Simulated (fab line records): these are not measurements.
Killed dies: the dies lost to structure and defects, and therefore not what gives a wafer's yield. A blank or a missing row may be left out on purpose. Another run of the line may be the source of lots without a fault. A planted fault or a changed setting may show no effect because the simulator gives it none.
fab line records ; flow n5-finfet ; part 2 of 2: steps 18 to 26 of 26
[record] lots = 5; wafers = 15; last-day = 17
route steps=1938 shown BEOL_M0@718
lots that met no fault: taken from a fault-free run of the same line
start-h: start of the lot's first displayed wafer, in hours after the record's first day ; wait-h: hours from the lot's prior step to this one ; " same as the row above ; L1.1+2: a row that stands for several wafers ; - no value, or no start was given ; * or withheld: withheld ; < > ~ a bound
route shown NAME@n: a module of which the file shows steps, and the number in the route of the first ; usual: mean/standard deviation of fault-free wafers ; same: alike in all rows ; chamber/n: place in a boat ; sites: each site's reading ; _std_site: the values' standard deviation ; _edge_site: outer sites' mean less inner sites' ; radius-mm: for every site, how far away it sits from the centre of the wafer ; mask NAME#n: copy n ; behind: the tool/chamber that last shaped the wafer ; hold: cause of the lot's hold/its duration in hours/its outcome ; device: whichever transistor did not switch (one of n, p or np) ; end of line: tests of these same wafers at the route's end ; a step without rows: its recipe alone ; killed: not the wafer's yield, but the dies lost to structure and defects at the first sort ; map: a wafer's dies, marking killed ones x, the rest . and places with no die _
set.NAME: the setting as run; set.NAME@STEP: as run at that earlier step ; model.NAME: the simulator's own value behind a step, which no gauge read
lots at selected steps of the route; one table per step, one row per wafer
services: the hour from which a tool's chamber was out of use, counted from the record's first day as start-h (under 0 if before that day), plus the number of hours and why
[[steps]]
[step N5_BEOL_M0_ANNEAL_117]
[recipe] temp-c = 400; time-s = 60; ambient = vacuum
[usual] heater-power-w = 792/57; susceptor_temp_C_max = 401.0/0.46
lot.wafer;tool;chamber;start-h;wait-h;heater-power-w;susceptor_temp_C_max
L084.1;pvd-sputter-01;-;189.77;0.0;777;402.0
L084.3;pvd-sputter-01;-;189.77;0.0;838;400.9
L084.5;pvd-sputter-01;-;189.77;0.0;763;402.1
L085.2;pvd-sputter-02;-;192.88;0.0;740;400.7
L085.3;pvd-sputter-02;-;192.88;0.0;864;401.1
L085.6;pvd-sputter-02;-;192.88;0.0;885;400.9
L086.2;pvd-sputter-01;-;195.64;0.0;761;401.6
L086.3;pvd-sputter-01;-;195.64;0.0;835;401.0
L086.5;pvd-sputter-01;-;195.64;0.0;861;400.8
L089.1;pvd-sputter-02;-;209.07;0.0;727;401.3
L089.2;pvd-sputter-02;-;209.07;0.0;768;400.5
L089.3;pvd-sputter-02;-;209.07;0.0;870;401.6
L095.1;pvd-sputter-02;-;250.45;0.0;866;401.4
L095.3;pvd-sputter-02;-;250.45;0.0;691;401.2
L095.6;pvd-sputter-02;-;250.45;0.0;702;400.9
[step N5_BEOL_M0_SPUTTER_132]
[recipe] material = Cu; target-thk-a = 40; temp-c = -20; chamber-pressure-pa = 0.07; power-w = withheld; time-s = 7.37
[usual] chamber-pressure-pa = 0.07001/0.00013; throttle-valve-pct = 30.6/0.9
lot.wafer;tool;chamber;start-h;wait-h;chamber-pressure-pa;throttle-valve-pct
L084.1;pvd-sputter-01;-;189.81;0.0;0.07001;30.4
L084.3;pvd-sputter-01;-;189.81;0.0;0.06995;30.1
L084.5;pvd-sputter-01;-;189.81;0.0;0.06998;29.7
L085.2;pvd-sputter-02;-;192.92;0.0;0.07009;32.6
L085.3;pvd-sputter-02;-;192.92;0.0;0.07004;31.4
L085.6;pvd-sputter-02;-;192.92;0.0;0.07004;31.5
L086.2;pvd-sputter-01;-;195.68;0.0;0.0698;29.7
L086.3;pvd-sputter-01;-;195.68;0.0;0.07005;29.8
L086.5;pvd-sputter-01;-;195.68;0.0;0.07008;29.8
L089.1;pvd-sputter-02;-;209.11;0.0;0.07015;29.4
L089.2;pvd-sputter-02;-;209.11;0.0;0.06983;32.3
L089.3;pvd-sputter-02;-;209.11;0.0;0.07001;31.5
L095.1;pvd-sputter-02;-;250.49;0.0;0.06983;31.1
L095.3;pvd-sputter-02;-;250.49;0.0;0.07012;30.7
L095.6;pvd-sputter-02;-;250.49;0.0;0.07001;30.7
[step N5_BEOL_M0_ANNEAL_133]
[recipe] temp-c = 400; time-s = 60; ambient = vacuum
[usual] heater-power-w = 791/55; susceptor_temp_C_max = 401.0/0.42
lot.wafer;tool;chamber;start-h;wait-h;heater-power-w;susceptor_temp_C_max
L084.1;pvd-sputter-01;-;189.89;0.0;741;401.8
L084.3;pvd-sputter-01;-;189.89;0.0;854;400.6
L084.5;pvd-sputter-01;-;189.89;0.0;763;401.5
L085.2;pvd-sputter-02;-;193.00;0.0;773;400.8
L085.3;pvd-sputter-02;-;193.00;0.0;892;401.2
L085.6;pvd-sputter-02;-;193.00;0.0;866;401.1
L086.2;pvd-sputter-01;-;195.76;0.0;764;401.0
L086.3;pvd-sputter-01;-;195.76;0.0;829;400.9
L086.5;pvd-sputter-01;-;195.76;0.0;845;401.1
L089.1;pvd-sputter-02;-;209.19;0.0;720;401.2
L089.2;pvd-sputter-02;-;209.19;0.0;778;400.8
L089.3;pvd-sputter-02;-;209.19;0.0;880;400.9
L095.1;pvd-sputter-02;-;253.75;3.2;862;400.7
L095.3;pvd-sputter-02;-;253.75;3.2;706;400.3
L095.6;pvd-sputter-02;-;253.75;3.2;709;400.5
[step N5_BEOL_M0_SPUTTER_134]
[recipe] material = Cu; target-thk-a = 40; temp-c = -20; chamber-pressure-pa = 0.07; power-w = withheld; time-s = 7.37
[usual] chamber-pressure-pa = 0.07001/0.00015; throttle-valve-pct = 30.6/0.92
lot.wafer;tool;chamber;start-h;wait-h;chamber-pressure-pa;throttle-valve-pct
L084.1;pvd-sputter-01;-;189.93;0.0;0.07012;30.5
L084.3;pvd-sputter-01;-;189.93;0.0;0.07003;29.6
L084.5;pvd-sputter-01;-;189.93;0.0;0.07013;29.7
L085.2;pvd-sputter-02;-;193.04;0.0;0.07003;32.6
L085.3;pvd-sputter-02;-;193.04;0.0;0.06964;31.2
L085.6;pvd-sputter-02;-;193.04;0.0;0.06978;31.6
L086.2;pvd-sputter-01;-;195.80;0.0;0.06995;29.9
L086.3;pvd-sputter-01;-;195.80;0.0;0.07009;29.4
L086.5;pvd-sputter-01;-;195.80;0.0;0.07025;30.1
L089.1;pvd-sputter-02;-;209.23;0.0;0.07023;29.5
L089.2;pvd-sputter-02;-;209.23;0.0;0.06987;32.9
L089.3;pvd-sputter-02;-;209.23;0.0;0.06989;31.5
L095.1;pvd-sputter-02;-;253.79;0.0;0.0702;31.4
L095.3;pvd-sputter-02;-;253.79;0.0;0.0699;30.3
L095.6;pvd-sputter-02;-;253.79;0.0;0.06989;30.8
[step N5_BEOL_M0_ANNEAL_135]
[recipe] temp-c = 400; time-s = 60; ambient = vacuum
[usual] heater-power-w = 795/57; susceptor_temp_C_max = 401.0/0.42
lot.wafer;tool;chamber;start-h;wait-h;heater-power-w;susceptor_temp_C_max
L084.1;pvd-sputter-01;-;190.01;0.0;741;401.6
L084.3;pvd-sputter-01;-;190.01;0.0;845;400.9
L084.5;pvd-sputter-01;-;190.01;0.0;759;401.3
L085.2;pvd-sputter-02;-;193.12;0.0;771;400.9
L085.3;pvd-sputter-02;-;193.12;0.0;887;401.5
L085.6;pvd-sputter-02;-;193.12;0.0;869;401.4
L086.2;pvd-sputter-01;-;195.88;0.0;737;401.0
L086.3;pvd-sputter-01;-;195.88;0.0;853;401.0
L086.5;pvd-sputter-01;-;195.88;0.0;869;401.6
L089.1;pvd-sputter-02;-;209.31;0.0;752;400.9
L089.2;pvd-sputter-02;-;209.31;0.0;762;400.6
L089.3;pvd-sputter-02;-;209.31;0.0;894;400.9
L095.1;pvd-sputter-02;-;253.87;0.0;888;401.9
L095.3;pvd-sputter-02;-;253.87;0.0;712;400.7
L095.6;pvd-sputter-02;-;253.87;0.0;705;400.5
[step N5_BEOL_M0_SPUTTER_141]
[recipe] material = Cu; target-thk-a = 40; temp-c = -20; chamber-pressure-pa = 0.07; power-w = withheld; time-s = 7.37
[usual] chamber-pressure-pa = 0.06999/0.00014; throttle-valve-pct = 30.6/0.92
lot.wafer;tool;chamber;start-h;wait-h;chamber-pressure-pa;throttle-valve-pct
L084.1;pvd-sputter-01;-;190.05;0.0;0.0701;30.7
L084.3;pvd-sputter-01;-;190.05;0.0;0.06984;29.7
L084.5;pvd-sputter-01;-;190.05;0.0;0.07007;29.6
L085.2;pvd-sputter-02;-;193.16;0.0;0.06984;32.7
L085.3;pvd-sputter-02;-;193.16;0.0;0.06992;31.1
L085.6;pvd-sputter-02;-;193.16;0.0;0.06986;31.4
L086.2;pvd-sputter-01;-;195.92;0.0;0.07005;30.0
L086.3;pvd-sputter-01;-;195.92;0.0;0.07015;29.9
L086.5;pvd-sputter-01;-;195.92;0.0;0.07016;29.5
L089.1;pvd-sputter-02;-;209.35;0.0;0.06992;29.7
L089.2;pvd-sputter-02;-;209.35;0.0;0.07015;32.5
L089.3;pvd-sputter-02;-;209.35;0.0;0.06986;31.5
L095.1;pvd-sputter-02;-;253.91;0.0;0.07005;31.1
L095.3;pvd-sputter-02;-;253.91;0.0;0.0702;30.5
L095.6;pvd-sputter-02;-;253.91;0.0;0.07011;30.9
[step N5_BEOL_M0_ECD_118]
[recipe] material = Cu; target-thk-a = 3000
lot.wafer;tool;chamber;start-h;wait-h
L084.1+3+5;ecd-cu-01;0,0,1;190.17;0.1
L085.2+3+6;ecd-cu-01;1,0,0;193.28;0.1
L086.2+3+5;ecd-cu-01;0,0,1;196.04;0.1
L089.1+2+3;ecd-cu-01;0,1,0;209.47;0.1
L095.1+3+6;ecd-cu-02;0,1,1;254.02;0.1
[step N5_BEOL_M0_ANNEAL_119]
[recipe] temp-c = 225; time-s = 90; ambient = N2
[usual] wafer_temp_C_max = 226.4/0.7
lot.wafer;tool;chamber;start-h;wait-h;wafer_temp_C_max
L084.1;rtp-anneal-01;0;190.34;0.2;226.5
L084.3;rtp-anneal-01;0;190.34;0.2;226.6
L084.5;rtp-anneal-01;0;190.34;0.2;227.2
L085.2;rtp-anneal-02;0;193.40;0.1;225.8
L085.3;rtp-anneal-02;0;193.40;0.1;225.6
L085.6;rtp-anneal-02;0;193.40;0.1;225.8
L086.2;rtp-anneal-02;0;196.16;0.1;226.0
L086.3;rtp-anneal-02;0;196.16;0.1;225.8
L086.5;rtp-anneal-02;0;196.16;0.1;226.2
L089.1;rtp-anneal-01;0;209.55;0.1;227.0
L089.2;rtp-anneal-01;0;209.55;0.1;227.5
L089.3;rtp-anneal-01;0;209.55;0.1;226.4
L095.1;rtp-anneal-01;0;254.10;0.1;227.5
L095.3;rtp-anneal-01;0;254.10;0.1;227.4
L095.6;rtp-anneal-01;0;254.10;0.1;227.7
[step N5_BEOL_M0_CMP_120]
[recipe] stop-on = SiOC; t-overpolish-s = 6.9; down-force-psi = 1; platen-rpm = 50; clearing-platen-down-force-psi = 1.5; clearing-platen-rpm = 50; post-cmp-clean = cu-alkaline; clearing-platen-pad-velocity-m-s = 0.99484; pad-velocity-m-s = 0.99484
[usual] barrier-field-endpoint-s = 3.66/0.13; clearing-platen-down-force-psi = 1.500/0.0032; motor-current-A = 5.7/0.48; overpolish-run-s = 6.899/0.0089; time-to-endpoint-s = 62/3.7
lot.wafer;tool;chamber;start-h;wait-h;barrier-field-endpoint-s;clearing-platen-down-force-psi;motor-current-A;overpolish-run-s;time-to-endpoint-s
L084.3;cmp-04;2;190.73;0.3;3.52;1.499;5.1;6.894;55
L084.1;cmp-04;3;190.73;0.3;3.60;1.499;5.7;6.884;63
L084.5;cmp-04;1;190.73;0.3;3.60;1.505;6.7;6.897;63
L085.3;cmp-04;2;193.86;0.4;3.65;1.499;5.2;6.889;56
L085.2;cmp-04;0;193.86;0.4;3.54;1.498;5.5;6.903;57
L085.6;cmp-04;2;193.86;0.4;3.76;1.497;5.5;6.902;59
L086.2;cmp-03;3;196.43;0.2;3.49;1.499;6.3;6.909;59
L086.3;cmp-03;2;196.43;0.2;3.67;1.497;5.0;6.912;57
L086.5;cmp-03;0;196.43;0.2;3.55;1.501;5.7;6.903;60
L089.1;cmp-04;3;209.99;0.4;3.59;1.501;6.1;6.909;62
L089.2;cmp-04;0;209.99;0.4;3.62;1.502;5.6;6.902;57
L089.3;cmp-04;1;209.99;0.4;3.60;1.500;6.6;6.900;63
L095.1;cmp-03;3;254.40;0.3;3.70;1.502;6.3;6.900;66
L095.3;cmp-03;1;254.40;0.3;3.64;1.505;5.5;6.901;63
L095.6;cmp-03;3;254.40;0.3;3.62;1.503;6.2;6.897;61
[[services]]
tool;chamber;start-h;hours;kind
rie-diel-06;3;166.60;-;clean
rie-diel-06;3;166.60;-;consumable-replace:focus-ring
cmp-04;-;185.04;3.2;repair
ecd-cu-02;-;191.73;0.4;repair
cvd-co-02;-;192.37;1.5;repair
rie-diel-05;3;194.37;-;clean
rie-diel-05;3;194.37;-;consumable-replace:focus-ring
rie-diel-05;3;194.37;13.7;scheduled-down
rie-diel-05;3;194.37;13.7;vent-cycle
cmp-03;-;200.43;2.5;repair
cvd-co-02;-;224.41;0.3;repair
rie-diel-06;3;225.92;16.6;repair
cmp-03;-;233.02;4.0;pm
ald-metal-02;1;233.87;13.2;repair
cmp-03;-;237.02;-;consumable-replace:conditioner
cmp-03;-;237.02;-;consumable-replace:pad
